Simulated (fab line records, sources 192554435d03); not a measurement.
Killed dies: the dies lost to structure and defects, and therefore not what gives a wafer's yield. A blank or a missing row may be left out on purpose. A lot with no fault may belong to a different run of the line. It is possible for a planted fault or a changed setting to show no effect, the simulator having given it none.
fab line records	flow n5_finfet
record lots=7	wafers=39
route steps=1938 shown WELL_APT@48 FIN_SAQP@131 SD_EPI_N@288 HKMG_FIN@385 MOL_CONTACT_COAG@586 BEOL_M4@1111
start_h: the number of hours between the record's first day and the start of the first shown wafer of the lot	wait_h: time in hours since the lot's previous step	" repeats the value in the row above	L1.1+2: a single row standing in for several wafers	- no value, or no start was given	* or withheld: withheld	< > ~ a bound
route shown NAME@n: NAME is a module with steps in the file, n the number in the route of the first one	usual: the fault-free wafers' mean and standard deviation	same: alike in all rows	chamber/n: place in a boat	sites: each site's reading	_std_site: standard deviation of those values	_edge_site: inner sites' mean taken away from outer sites' mean	radius_mm: for every site, how far away it sits from the centre of the wafer	mask NAME#n: copy n	behind: tool/chamber where the wafer was last shaped	hold: why the lot went on hold/how many hours it stayed there/how the hold came to an end	device: names the non-switching transistor (n, p or np)	end of line: the tests these same wafers got at the end of their route	a step without rows: its recipe alone	killed: dies lost to structure and defects at the first sort, not the wafer's yield	map: the dies of a wafer, with x for killed, . for not killed, _ for no die there
set.NAME: the run value of the setting; set.NAME@STEP: its run value at that earlier step	model.NAME: the simulator's own value behind a step, which no gauge read
one table per step and one row per wafer, for lots whose settings were changed on purpose
## steps
# step N5_WELL_APT_IMPLANT_32
# recipe species=BF2	energy_kev=50	dose_cm2=2e+13	tilt_deg=0	rotation_deg=0
# step N5_FIN_SAQP_MANDREL_ETCH_58
# recipe chemistry=HBr/Cl2	target=a-Si	target_depth_a=450	bt_time_s=10	stop_on=SiNx	mask_material=SiO2	over_etch_frac=0.8	time_s=27	pressure_mtorr=10	icp_w=800	bias_w=75	HBr_flow_sccm=150	Cl2_flow_sccm=80	ends=end_point
# step N5_SD_EPI_N_EPI_21
# recipe material=Si:P	dopant=P	temp_c=680	pressure_torr=255	time_s=690
# step N5_HKMG_FIN_IL_REGROW_00
# recipe material=SiO2	target_thk_a=7.5	chemistry=O3	temp_c=withheld	time_s=30
# step N5_HKMG_FIN_ALD_91
# recipe material=TiN	target_thk_a=10	temp_c=400	ald_precursor_family=TiCl4	ald_co_reactant=NH3	pulse_time_s=1	purge_time_s=3	co_reactant_purge_time_s=2	co_reactant_pulse_time_s=2	ald_cycles=47	pressure_torr=3
# step N5_HKMG_FIN_NWFM_ALD_20
# recipe material=TiAlC	target_thk_a=20	temp_c=300	ald_precursor_family=TiCl4	ald_co_reactant=TEA	pulse_time_s=3	purge_time_s=2	co_reactant_purge_time_s=2	co_reactant_pulse_time_s=10	ald_cycles=7	pressure_torr=3
# step N5_MOL_CONTACT_COAG_VIA_ETCH_46
# recipe chemistry=C4F6/O2	target_depth_a=460	overetch_a=92	mask_material=SOC	target=SiO2	bias_w=455	pressure_mtorr=10	time_s=40	source_w=325	Ar_flow_sccm=300	C4F6_flow_sccm=10	O2_flow_sccm=10	ion_energy_ev=575.3	ends=end_point
# step N5_MOL_CONTACT_COAG_ETCH_124
# recipe chemistry=CH3F/O2	target=SiNx	target_depth_a=65	mask_material=SOC	stop_on=SiOC	over_etch_frac=0.3	ion_energy_ev=120	pressure_mtorr=30	source_w=395	bias_w=73	Ar_flow_sccm=150	CH3F_flow_sccm=30	O2_flow_sccm=20	ends=end_point
# step N5_BEOL_M4_RC_MEAS_101
# usual CJ_N=4.33/0.097	EOT_N=10.54/0.1	EOT_P=10.51/0.1	IGATE_N=0.0120/0.0017	IGATE_P=0.0036/0.0005	IOFF_N_LONG=5.54e-05/2e-06	RS_SD_N=28.4/0.37	VT_N=250/3.1	VT_N_LONG=274.6/2	VT_N_LVT=99/3
lot.wafer	tool	chamber	start_h	wait_h	set.dose_cm2@WELL_APT_IMPLANT_32	set.icp_w@FIN_SAQP_MANDREL_ETCH_58	set.time_s@SD_EPI_N_EPI_21	set.time_s@HKMG_FIN_IL_REGROW_00	set.ald_cycles@HKMG_FIN_ALD_91	set.ald_cycles@HKMG_FIN_NWFM_ALD_20	set.target_depth_a@MOL_CONTACT_COAG_VIA_ETCH_46	set.source_w@MOL_CONTACT_COAG_ETCH_124	CJ_N	EOT_N	EOT_P	IGATE_N[nA/um]	IGATE_P[nA/um]	IOFF_N_LONG[nA/um]	RS_SD_N[ohm/sq]	VT_N[mV]	VT_N_LONG[mV]	VT_N_LVT[mV]
L075.1	prober-01	0	175.47	0.0	2.257e+13	846.4	690	30	51	7	482.4	395	4.66	10.49	10.55	0.0115	0.0036	4.45e-05	28.3	262	283.9	115
L075.2	"	0	"	"	2e+13	800	690	30	47	8	482.4	416.4	4.34	10.57	10.54	0.0110	0.0033	8.83e-05	28.2	232	258.0	83
L075.3	"	0	"	"	2.257e+13	800	690	38.02	51	7	460	395	4.51	10.80	10.89	0.0076	0.0024	4.33e-05	28.5	264	285.4	114
L075.4	"	0	"	"	2.257e+13	846.4	690	38.02	47	7	460	416.4	4.53	10.65	10.64	0.0090	0.0028	5.48e-05	28.5	249	276.2	99
L075.5	"	0	"	"	2e+13	846.4	690	30	51	8	460	416.4	4.27	10.56	10.51	0.0111	0.0035	6.53e-05	28.3	246	265.7	97
L075.6	"	0	"	"	2e+13	800	690	38.02	47	8	482.4	395	4.39	10.48	10.54	0.0098	0.0029	8.9e-05	28.7	233	257.6	83
L076.1	prober-01	0	180.49	0.0	2e+13	873.9	690	34.23	50	8	460	395	4.15	10.57	10.52	0.0121	0.0035	7.27e-05	28.7	235	262.4	82
L076.2	"	0	"	"	1.603e+13	800	690	34.23	47	7	460	459.1	3.82	10.68	10.65	0.0099	0.0028	5.42e-05	28.8	245	274.4	92
L076.3	"	0	"	"	1.603e+13	873.9	826.1	30	47	8	460	459.1	3.80	10.35	10.46	0.0156	0.0045	9.16e-05	25.3	231	254.0	78
L076.4	"	0	"	"	1.603e+13	800	826.1	34.23	50	7	460	459.1	3.78	10.62	10.61	0.0105	0.0031	4.35e-05	24.7	258	277.9	105
L076.5	"	0	"	"	2e+13	800	690	30	50	8	460	395	4.19	10.52	10.56	0.0110	0.0033	7.25e-05	28.1	246	260.5	91
L076.6	"	0	"	"	2e+13	873.9	826.1	30	47	7	460	395	4.25	10.44	10.35	0.0156	0.0045	5.53e-05	24.6	250	274.1	97
L080.1	prober-01	0	200.59	0.0	2e+13	907.2	728.5	22.09	47	6	460	395	4.44	10.23	10.34	0.0186	0.0054	3.55e-05	27.2	270	293.5	120
L080.2	"	0	"	"	1.631e+13	800	690	30	47	6	460	395	3.80	10.46	10.49	0.0118	0.0034	3.1e-05	28.1	272	298.1	122
L080.3	"	0	"	"	2e+13	800	728.5	30	47	7	460	358.5	4.38	10.63	10.50	0.0114	0.0033	5.6e-05	27.1	250	277.0	100
L080.4	"	0	"	"	1.631e+13	800	690	22.09	47	6	476.1	358.5	3.81	10.31	10.25	0.0183	0.0053	3.22e-05	28.1	275	298.0	123
L080.5	"	0	"	"	2e+13	907.2	690	22.09	47	7	476.1	358.5	4.41	10.31	10.19	0.0198	0.0058	5.65e-05	28.6	247	276.0	99
L080.6	"	0	"	"	1.631e+13	907.2	728.5	30	47	7	476.1	395	3.90	10.55	10.56	0.0114	0.0033	5.34e-05	27.4	247	273.1	98
L082.1	prober-01	0	219.75	0.0	2e+13	898.8	787.9	30	47	7	460	395	4.36	10.44	10.47	0.0137	0.0041	5.36e-05	26.1	249	275.4	100
L082.2	"	0	"	"	2.192e+13	800	690	30	49	7	460	395	4.57	10.46	10.55	0.0121	0.0036	5.05e-05	28.1	251	279.6	102
L082.3	"	0	"	"	2e+13	800	787.9	23.08	49	7	460	395	4.45	10.19	10.27	0.0187	0.0057	4.9e-05	25.0	260	279.9	111
L082.4	"	0	"	"	2.192e+13	898.8	690	23.08	47	7	460	445.4	4.44	10.24	10.24	0.0183	0.0054	5.48e-05	28.4	245	275.7	96
L082.5	"	0	"	"	2.192e+13	898.8	787.9	23.08	49	7	460	445.4	4.64	10.25	10.20	0.0191	0.0058	5.04e-05	25.8	257	279.5	105
L082.6	"	0	"	"	2e+13	800	690	30	47	7	460	445.4	4.22	10.33	10.39	0.0151	0.0045	5.37e-05	28.2	253	274.2	101
L084.1	prober-01	0	237.50	0.0	2e+13	800	805.2	30	51	6	460	395	4.30	10.62	10.47	0.0127	0.0038	3.1e-05	25.6	279	305.3	125
L084.2	"	0	"	"	2e+13	875	805.2	35.13	47	7	460	395	4.34	10.73	10.67	0.0106	0.0031	5.72e-05	25.4	251	275.0	99
L084.3	"	0	"	"	2e+13	800	690	30	47	6	460	395	4.21	10.60	10.54	0.0111	0.0032	3.6e-05	28.0	269	295.7	118
L084.4	"	0	"	"	2e+13	875	690	30	47	7	460	395	4.33	10.53	10.43	0.0133	0.0038	5.85e-05	28.4	251	272.2	100
L084.5	"	0	"	"	2e+13	875	805.2	35.13	51	7	460	395	4.29	10.69	10.75	0.0100	0.0030	4.61e-05	25.3	258	281.5	109
L084.6	"	0	"	"	2e+13	800	690	35.13	51	6	460	395	4.17	10.81	10.70	0.0091	0.0027	3.11e-05	28.7	278	303.1	127
L088.1	prober-02	0	261.88	0.0	2e+13	800	690	30	47	7	460	395	4.39	10.49	10.50	0.0136	0.0040	5.32e-05	28.6	252	275.4	101
L088.2	"	0	"	"	2e+13	800	690	30	47	7	460	395	4.31	10.60	10.44	0.0129	0.0039	5.11e-05	28.3	250	275.8	99
L088.5	"	0	"	"	2e+13	800	690	30	47	7	460	395	4.26	10.59	10.48	0.0114	0.0034	5.23e-05	28.4	251	275.9	97
L090.1	prober-01	0	265.91	0.0	2e+13	852.3	690	23.16	45	6	460	395	4.23	10.35	10.41	0.0178	0.0050	3.77e-05	28.3	274	291.8	119
L090.2	"	0	"	"	2e+13	800	622.3	30	45	7	477.7	395	4.35	10.53	10.50	0.0122	0.0035	6.47e-05	30.8	248	269.5	93
L090.3	"	0	"	"	1.839e+13	852.3	622.3	23.16	45	7	460	426.3	4.24	10.35	10.29	0.0194	0.0055	6.49e-05	30.5	243	267.2	90
L090.4	"	0	"	"	2e+13	800	690	23.16	47	7	477.7	426.3	4.32	10.24	10.27	0.0194	0.0057	5.83e-05	28.2	252	271.7	99
L090.5	"	0	"	"	1.839e+13	800	690	30	47	6	477.7	395	4.20	10.48	10.57	0.0141	0.0041	3.45e-05	28.2	277	293.9	123
L090.6	"	0	"	"	1.839e+13	852.3	622.3	30	47	6	460	426.3	4.22	10.50	10.49	0.0128	0.0037	3.55e-05	30.3	276	295.3	120
## key
split step=N5_WELL_APT_IMPLANT_32	setting=dose_cm2	stated_as=2e+13
response step=N5_BEOL_M4_RC_MEAS_101	reading=CJ_N	slope=+0.0228	per=1%	together_with=all	explained=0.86
split step=N5_FIN_SAQP_MANDREL_ETCH_58	setting=icp_w	stated_as=800
response none clear
split step=N5_SD_EPI_N_EPI_21	setting=time_s	stated_as=690
response step=N5_BEOL_M4_RC_MEAS_101	reading=RS_SD_N	slope=-0.191	per=1%	together_with=all	explained=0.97
split step=N5_HKMG_FIN_IL_REGROW_00	setting=time_s	stated_as=30
response step=N5_BEOL_M4_RC_MEAS_101	reading=IGATE_N	slope=-0.000189	per=1%	together_with=all	explained=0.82
response step=N5_BEOL_M4_RC_MEAS_101	reading=IGATE_P	slope=-5.49e-05	per=1%	together_with=all	explained=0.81
response step=N5_BEOL_M4_RC_MEAS_101	reading=EOT_P	slope=+0.00866	per=1%	together_with=all	explained=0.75
response step=N5_BEOL_M4_RC_MEAS_101	reading=EOT_N	slope=+0.00762	per=1%	together_with=all	explained=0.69
split step=N5_HKMG_FIN_ALD_91	setting=ald_cycles	stated_as=47
response step=N5_BEOL_M4_RC_MEAS_101	reading=VT_N_LONG	slope=+0.933	per=1%	together_with=all	explained=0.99
response step=N5_BEOL_M4_RC_MEAS_101	reading=VT_N_LVT	slope=+1.32	per=1%	together_with=all	explained=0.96
response step=N5_BEOL_M4_RC_MEAS_101	reading=VT_N	slope=+1.28	per=1%	together_with=all	explained=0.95
response step=N5_BEOL_M4_RC_MEAS_101	reading=IOFF_N_LONG	slope=-1.46e-06	per=1%	together_with=all	explained=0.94
split step=N5_HKMG_FIN_NWFM_ALD_20	setting=ald_cycles	stated_as=7
response step=N5_BEOL_M4_RC_MEAS_101	reading=VT_N_LONG	slope=-1.44	per=1%	together_with=all	explained=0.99
response step=N5_BEOL_M4_RC_MEAS_101	reading=VT_N_LVT	slope=-1.38	per=1%	together_with=all	explained=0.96
response step=N5_BEOL_M4_RC_MEAS_101	reading=IOFF_N_LONG	slope=+1.73e-06	per=1%	together_with=all	explained=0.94
response step=N5_BEOL_M4_RC_MEAS_101	reading=VT_N	slope=-1.39	per=1%	together_with=all	explained=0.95
split step=N5_MOL_CONTACT_COAG_VIA_ETCH_46	setting=target_depth_a	stated_as=460
response none clear
split step=N5_MOL_CONTACT_COAG_ETCH_124	setting=source_w	stated_as=395
response none clear
